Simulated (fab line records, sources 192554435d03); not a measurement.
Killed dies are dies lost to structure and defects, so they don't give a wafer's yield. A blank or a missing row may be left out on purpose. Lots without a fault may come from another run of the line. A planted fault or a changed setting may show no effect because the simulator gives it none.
Which tool did it? | flow n5_finfet | 10 lots, 29 wafers sampled, at 4 steps of a route of 1938

WHAT THE GAUGES READ, wafer by wafer
N5_FIN_SAQP_CD_MEAS_16: target cd 35.6 nm.
lot  | measured    | on        | cd_nm (nm)
L817 | day 2 03:59 | cd_sem-02 | 35.4 34.8 35.3
L818 | day 2 10:23 | cd_sem-03 | 35.8 35.5 35.8
L823 | day 3 15:35 | cd_sem-01 | 36.5 37.0 36.8
L825 | day 4 04:32 | cd_sem-01 | 36.9 36.2 37.1
L829 | day 5 03:23 | cd_sem-03 | 35.2 36.0 34.6
L832 | day 5 21:44 | cd_sem-01 | 34.8 35.0 35.2
L834 | day 6 09:43 | cd_sem-01 | 35.3 35.4 35.1
L837 | day 7 03:58 | cd_sem-01 | 35.7 35.5 35.8
L838 | day 7 10:35 | cd_sem-01 | 35.4 35.5 36.0
L839 | day 7 16:30 | cd_sem-02 | 35.8 35.8

WHICH TOOL RAN EACH LOT (tool, then ch and the chambers of the sampled wafers, then the start)
lot  | N5_PMOS_HMC_CHANNEL_EPI_EPI_26 | N5_FIN_SAQP_PECVD_48           | N5_FIN_SAQP_EXPOSE_13
L817 | epi_rpcvd-02 ch 0, day 2 02:01 | pecvd-03 ch 0,1,2, day 2 03:30 | arfi_scanner-03 ch 0, day 2 03:51
L818 | epi_rpcvd-03 ch 0, day 2 08:29 | pecvd-04 ch 0,1,2, day 2 09:46 | arfi_scanner-01 ch 0, day 2 10:16
L823 | epi_rpcvd-02 ch 0, day 3 13:51 | pecvd-04 ch 0,2, day 3 14:58   | arfi_scanner-03 ch 0, day 3 15:28
L825 | epi_rpcvd-02 ch 0, day 4 02:36 | pecvd-03 ch 0, day 4 03:53     | arfi_scanner-03 ch 0, day 4 04:25
L829 | epi_rpcvd-02 ch 0, day 5 01:39 | pecvd-03 ch 0,2, day 5 02:47   | arfi_scanner-01 ch 0, day 5 03:16
L832 | epi_rpcvd-02 ch 0, day 5 19:54 | pecvd-01 ch 0,1,2, day 5 21:14 | arfi_scanner-01 ch 0, day 5 21:37
L834 | epi_rpcvd-04 ch 0, day 6 07:54 | pecvd-01 ch 0,1,2, day 6 09:05 | arfi_scanner-01 ch 0, day 6 09:35
L837 | epi_rpcvd-03 ch 0, day 7 02:17 | pecvd-04 ch 0,2, day 7 03:22   | arfi_scanner-02 ch 0, day 7 03:50
L838 | epi_rpcvd-03 ch 0, day 7 08:08 | pecvd-03 ch 0,2, day 7 10:06   | arfi_scanner-02 ch 0, day 7 10:28
L839 | epi_rpcvd-04 ch 0, day 7 13:34 | pecvd-04 ch 0,1, day 7 16:01   | arfi_scanner-02 ch 0, day 7 16:23
- N5_PMOS_HMC_CHANNEL_EPI_EPI_26: deposits Si from SiH4/H2, target thk 3.8 nm, time 22.7 s.
- N5_FIN_SAQP_PECVD_48: deposits SiNx from SiH4/NH3/N2, target thk 25 nm, time 22.1 s.
- N5_FIN_SAQP_EXPOSE_13: exposes mask FIN CORE, target cd 35.6 nm.

THE ANSWER, worked out from the rows above alone
Rule: what is usual is taken from the lots themselves. Put in order of their means at a reading, lots are off if they are a third of the lots or fewer, leave a main group of 4 or more, and stand apart from it by a gap of 3 or more times the standard deviation of the main group's means; of several such gaps the widest counts. A main group whose means are all the same, to the digits that the tables above print for the reading, isn't used. A lot without any number at a reading at which 4 lots or more have one is off too. The other lots that the step has rows for count as sound.
Off: L823, L825, at N5_FIN_SAQP_CD_MEAS_16 (cd_nm). The main group: mean 35.4 nm, standard deviation 0.28.
A tool fits if, at a process step before that reading, it ran every lot that is off, and no sound lot after the first of them. The gauges at N5_FIN_SAQP_CD_MEAS_16 are tried like those tools. One fits: arfi_scanner-03 at N5_FIN_SAQP_EXPOSE_13. Its last sound lot is L817 (day 2 03:51), its first lot that is off L823 (day 3 15:28): a fault that began between those two fits.

WHAT THE SIMULATOR HAD PUT IN
Process parameter drift: arfi_scanner-03, from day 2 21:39 on, at N5_FIN_SAQP_EXPOSE_13. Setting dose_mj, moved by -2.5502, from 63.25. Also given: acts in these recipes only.
Lots struck among those shown: L823, L825. The rule above found the same.
